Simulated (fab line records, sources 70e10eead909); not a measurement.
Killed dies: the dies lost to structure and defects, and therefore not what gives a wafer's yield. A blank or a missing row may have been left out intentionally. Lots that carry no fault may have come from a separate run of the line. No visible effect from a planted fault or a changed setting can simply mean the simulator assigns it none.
Which of the tools did it? | flow nand_harc | 24 lots with 72 wafers sampled at 4 steps, on a route of 1159 steps

WHAT EACH GAUGE READ, for each wafer
NHARC_P_M1_CD_MEAS_09: the cd target is 130 nm. Usual: cd_nm reads 130.0 nm (standard deviation 0.65).
lot  | measured     | on        | cd_nm (nm)        | flag
L075 | day 6 08:34  | cd_sem-01 | 129.7 129.7 129.0 |
L074 | day 6 09:13  | cd_sem-01 | 129.8 129.5 129.6 |
L077 | day 6 12:11  | cd_sem-01 | 129.5 128.7 129.0 |
L076 | day 6 17:28  | cd_sem-03 | 130.1 129.8 130.2 |
L078 | day 6 23:03  | cd_sem-03 | 131.7 130.5 130.6 |
L079 | day 6 23:36  | cd_sem-03 | 130.0 130.5 130.0 |
L082 | day 7 21:28  | cd_sem-02 | 130.0 129.8 130.6 |
L081 | day 7 21:58  | cd_sem-01 | 131.2 131.4 130.1 |
L080 | day 7 22:32  | cd_sem-02 | 130.0 130.2 130.9 |
L083 | day 8 06:43  | cd_sem-02 | 129.9 130.3 131.0 |
L084 | day 8 15:36  | cd_sem-01 | 130.3 130.2 130.3 |
L086 | day 9 02:52  | cd_sem-03 | 130.4 130.8 129.0 |
L085 | day 9 03:31  | cd_sem-02 | 129.9 130.4 129.4 |
L089 | day 9 05:44  | cd_sem-02 | 129.9 131.4 130.6 |
L087 | day 9 08:28  | cd_sem-01 | 130.0 130.5 130.6 |
L088 | day 9 14:13  | cd_sem-03 | 130.0 129.6 130.2 |
L090 | day 10 06:01 | cd_sem-02 | 130.7 130.1 130.0 |
L091 | day 10 06:27 | cd_sem-01 | 130.7 130.9 130.1 |
L092 | day 10 11:59 | cd_sem-02 | 129.3 129.9 130.4 |
L093 | day 10 17:00 | cd_sem-01 | 130.3 131.0 130.7 |
L094 | day 10 18:57 | cd_sem-02 | 130.1 129.8 130.6 |
L095 | day 11 03:59 | cd_sem-01 | 129.9 130.4 130.6 |
L096 | day 11 10:16 | cd_sem-01 | 129.1 130.1 129.3 |
L097 | day 11 17:20 | cd_sem-03 | 128.3 128.9 129.7 |

NHARC_P_M1_THK_MEAS_24: measures by xrf. Usual: thk_nm reads 157.7 nm (standard deviation 1.5).
lot  | measured     | on            | thk_nm (nm)       | flag
L075 | day 6 11:10  | film_metro-01 | 159.2 160.2 157.1 |
L074 | day 6 11:49  | film_metro-01 | 161.4 157.2 157.9 |
L077 | day 6 14:52  | film_metro-02 | 156.2 157.2 160.1 |
L076 | day 6 20:05  | film_metro-02 | 157.4 156.9 158.3 |
L078 | day 7 01:42  | film_metro-02 | 160.3 162.5 157.7 |
L079 | day 7 02:17  | film_metro-01 | 159.1 157.9 158.4 |
L082 | day 8 00:06  | film_metro-01 | 158.9 156.2 158.2 |
L081 | day 8 00:35  | film_metro-01 | 157.6 158.5 158.1 |
L080 | day 8 01:10  | film_metro-02 | 159.2 158.6 158.3 |
L083 | day 8 09:21  | film_metro-02 | 156.0 157.3 159.7 |
L084 | day 8 18:17  | film_metro-02 | 157.0 156.6 156.5 |
L086 | day 9 05:35  | film_metro-02 | 157.0 157.0 158.0 |
L085 | day 9 06:11  | film_metro-02 | 157.9 157.5 156.5 |
L089 | day 9 08:20  | film_metro-02 | 156.7 157.8 156.8 |
L087 | day 9 11:07  | film_metro-02 | 157.3 159.0 155.1 |
L088 | day 9 17:22  | film_metro-01 | 155.1 154.6 155.6 |
L090 | day 10 08:37 | film_metro-02 | 153.9 156.3 156.4 |
L091 | day 10 09:04 | film_metro-02 | 158.7 158.2 155.4 |
L092 | day 10 14:37 | film_metro-02 | 156.7 157.8 158.9 |
L093 | day 10 19:45 | film_metro-02 | 156.1 158.2 158.0 |
L094 | day 10 21:36 | film_metro-02 | 156.4 156.9 158.8 |
L095 | day 11 06:38 | film_metro-01 | 159.0 159.7 158.8 |
L096 | day 11 12:53 | film_metro-02 | 156.8 157.4 156.8 |
L097 | day 11 20:05 | film_metro-02 | 157.2 158.0 160.0 |

NHARC_P_M2_OVL_MEAS_10: pitch 340 nm. Usual: overlay_x_nm 0.1 nm, standard deviation 0.64; overlay_y_nm 0.1 nm, standard deviation 0.78.
lot  | measured     | on         | overlay_x_nm (nm) | overlay_y_nm (nm) | flag
L075 | day 6 13:02  | overlay-02 | 0.5 0.9 0.5       | -0.2 -0.3 -0.4    |
L074 | day 6 13:35  | overlay-02 | -0.1 -0.2 0.3     | 0.7 0.7 0.5       |
L077 | day 6 16:30  | overlay-02 | 0.3 0.7 0.1       | 0.6 0.0 0.7       |
L076 | day 6 21:43  | overlay-01 | 0.1 0.5 0.0       | -1.0 -0.5 -0.9    |
L078 | day 7 03:20  | overlay-02 | 1.0 0.5 0.9       | 1.4 1.8 1.5       |
L079 | day 7 03:55  | overlay-02 | 0.7 0.3 0.1       | -0.5 -0.4 0.2     |
L082 | day 8 01:46  | overlay-01 | -0.2 -0.4 -0.7    | 1.4 1.9 1.8       |
L081 | day 8 02:07  | overlay-02 | 0.9 0.0 0.0       | 0.8 0.9 0.2       |
L080 | day 8 02:40  | overlay-01 | -0.5 -0.2 0.4     | 0.5 0.3 0.0       |
L083 | day 8 10:58  | overlay-01 | 0.9 0.6 0.4       | 0.0 -0.1 -0.2     |
L084 | day 8 19:56  | overlay-01 | 0.5 0.6 0.1       | -0.5 0.2 -0.6     |
L086 | day 9 07:05  | overlay-01 | 0.7 0.0 0.5       | -0.6 -0.8 -1.2    |
L085 | day 9 07:49  | overlay-01 | 1.0 0.8 1.5       | -0.6 -0.9 0.1     |
L089 | day 9 09:58  | overlay-02 | -0.3 -0.8 -0.4    | -0.8 -1.0 -0.6    |
L087 | day 9 13:03  | overlay-02 | 0.2 -0.1 -0.1     | 0.5 1.2 0.7       |
L088 | day 9 18:59  | overlay-02 | -1.0 -0.8 -0.7    | -0.9 -0.9 -1.2    |
L090 | day 10 10:15 | overlay-01 | 0.2 0.3 -0.2      | 0.0 0.7 0.8       |
L091 | day 10 10:47 | overlay-01 | 1.1 0.8 0.3       | -0.2 -0.4 -0.3    |
L092 | day 10 16:50 | overlay-01 | -0.2 -0.4 0.0     | -0.3 0.2 -0.5     |
L093 | day 10 21:19 | overlay-02 | 0.0 0.2 -0.4      | 0.2 0.4 0.6       |
L094 | day 10 23:08 | overlay-02 | 0.6 0.9 1.2       | 0.9 1.8 1.5       |
L095 | day 11 09:59 | overlay-02 | -1.0 -1.0 -1.5    | 0.0 0.5 1.0       |
L096 | day 11 14:29 | overlay-01 | 0.8 0.4 0.4       | -1.4 -1.0 -1.4    |
L097 | day 11 21:52 | overlay-02 | -0.4 -0.2 -0.1    | -0.5 -0.4 -0.2    |

WHICH TOOL RAN EACH LOT (tool, then ch and the chambers of the sampled wafers, then the start)
lot  | NHARC_P_M1_CMP_23
L075 | cmp-03 ch 1,2,3, day 6 10:51
L074 | cmp-01 ch 0,1,2, day 6 11:29
L077 | cmp-01 ch 0,3, day 6 14:33
L076 | cmp-03 ch 0,2, day 6 19:46
L078 | cmp-01 ch 1,2, day 7 01:25
L079 | cmp-03 ch 0,2,3, day 7 01:58
L082 | cmp-02 ch 0,1, day 7 23:47
L081 | cmp-03 ch 0,1,3, day 8 00:17
L080 | cmp-02 ch 0,2,3, day 8 00:52
L083 | cmp-01 ch 0,1,3, day 8 09:04
L084 | cmp-03 ch 0,1,2, day 8 18:00
L086 | cmp-01 ch 0,2, day 9 05:17
L085 | cmp-02 ch 0,1,3, day 9 05:53
L089 | cmp-03 ch 0,1,2, day 9 08:04
L087 | cmp-01 ch 0,1,2, day 9 10:51
L088 | cmp-01 ch 1,2,3, day 9 17:05
L090 | cmp-02 ch 2,3, day 10 08:20
L091 | cmp-03 ch 0,1,3, day 10 08:45
L092 | cmp-01 ch 1,2,3, day 10 14:21
L093 | cmp-01 ch 0,3, day 10 19:26
L094 | cmp-01 ch 2,3, day 10 21:17
L095 | cmp-02 ch 0,1,2, day 11 06:19
L096 | cmp-02 ch 1,2,3, day 11 12:39
L097 | cmp-03 ch 0,2,3, day 11 19:46
- NHARC_P_M1_CMP_23: polishes, t overpolish 20 s, target thk 157.82 nm.

AS READ BY THE TOOLS THEMSELVES (means over the sampled wafers that have a number; for cases with no such wafer, the mark the record gives instead)
NHARC_P_M1_CMP_23. Usual: edge_zone_pressure_frac 1.001, standard deviation 0.0054; motor_current_A 11.6 A, standard deviation 0.92; time_to_endpoint_s 28.9 s, standard deviation 2.7.
lot  | tool   | edge_zone_pressure_frac | motor_current_A (A) | time_to_endpoint_s (s) | flag
L075 | cmp-03 | 1.003                   | 11.7                | 29.0                   |
L074 | cmp-01 | 0.994                   | 12.0                | 29.0                   |
L077 | cmp-01 | 1.002                   | 12.5                | 29.5                   |
L076 | cmp-03 | 0.997                   | 10.7                | 29.8                   |
L078 | cmp-01 | 0.999                   | 12.0                | 26.9                   |
L079 | cmp-03 | 0.998                   | 10.7                | 28.9                   |
L082 | cmp-02 | 1.005                   | 11.5                | 31.3                   |
L081 | cmp-03 | 1.001                   | 11.0                | 29.9                   |
L080 | cmp-02 | 1.002                   | 11.3                | 29.9                   |
L083 | cmp-01 | 0.997                   | 12.4                | 29.8                   |
L084 | cmp-03 | 0.994                   | 11.0                | 30.0                   |
L086 | cmp-01 | 1.008                   | 12.1                | 27.7                   |
L085 | cmp-02 | 0.999                   | 11.1                | 26.8                   |
L089 | cmp-03 | 1.004                   | 11.2                | 27.0                   |
L087 | cmp-01 | 1.001                   | 11.9                | 27.1                   |
L088 | cmp-01 | 0.999                   | 12.4                | 24.9                   |
L090 | cmp-02 | 0.997                   | 10.6                | 27.5                   |
L091 | cmp-03 | 1.004                   | 11.1                | 30.8                   |
L092 | cmp-01 | 1.005                   | 12.3                | 28.4                   |
L093 | cmp-01 | 1.002                   | 12.5                | 26.4                   |
L094 | cmp-01 | 0.996                   | 12.3                | 30.1                   |
L095 | cmp-02 | 0.999                   | 11.5                | 31.9                   |
L096 | cmp-02 | 0.999                   | 10.9                | 30.7                   |
L097 | cmp-03 | 1.005                   | 11.2                | 29.1                   |

THE ANSWER, worked out from the rows above alone
Rule: lot off if the mean of its wafers having a number is beyond 3 standard deviations from the usual mean. Also off: a lot with no number at a reading for which 4 or more lots have one. All remaining lots with rows at the step are treated as sound. First the gauges in route order, then the tools' own readings, where a lot's mean is used as printed above. The first step at which some lot is off is used, and at that step the reading that is off furthest; a lot without a number counts as furthest.
None of the lots is off at any reading shown; this tells nothing.

WHAT THE SIMULATOR PUT IN
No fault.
